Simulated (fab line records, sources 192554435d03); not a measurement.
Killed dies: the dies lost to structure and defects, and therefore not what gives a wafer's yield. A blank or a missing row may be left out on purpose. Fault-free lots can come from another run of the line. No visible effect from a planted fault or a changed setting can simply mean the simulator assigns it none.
Chamber matching -- flow n5_finfet -- rie_diel-04 running N5_PASSIVATION_STRIP_48: 4 sister chambers
The step strips in O2. 8 wafers are shown with their chamber, then 7 later ones without.

WAFERS, EACH WITH ITS CHAMBER
wafer,chamber,showerhead_plenum_p_Torr (Torr),drypump_motor_current_A (A)
L831.5,1,2.16,5.9
L841.3,0,2.13,6.8
L841.4,2,2.02,5.7
L841.6,3,1.99,6.3
L842.1,1,2.15,5.9
L842.3,0,2.13,6.7
L842.4,2,2.02,5.7
L845.4,3,1.99,6.2

WAFERS WHOSE CHAMBER IS MISSING
wafer,showerhead_plenum_p_Torr (Torr),drypump_motor_current_A (A)
L845.5,2.15,5.9
L845.6,2.02,5.7
L850.1,2.13,6.6
L850.4,1.99,6.3
L850.6,2.13,6.6
L853.5,1.99,6.2
L853.6,2.13,6.7

CHAMBER TAKEN BY EACH
wafer,from the rows above,in truth
L845.5,1,1
L845.6,2,2
L850.1,0,0
L850.4,3,3
L850.6,0,0
L853.5,3,3
L853.6,0,0
Correct placement for 7 of the 7. Can't be placed from these rows: 0. Number placed wrongly: 0.
How it was worked out, from the rows above alone: a wafer's distance from a chamber is the root of the sum, over the readings, of the square of ((its reading less the chamber's mean) divided by the reading's scatter). The wafer belongs to the nearest chamber; if the next one is less than 2 further off, it can't be placed. The mean given for a chamber averages the wafers shown for that chamber. The scatter is the square root of a quotient: the sum, over the shown wafers, of each reading's squared deviation from its chamber's mean, divided by wafers minus chambers.
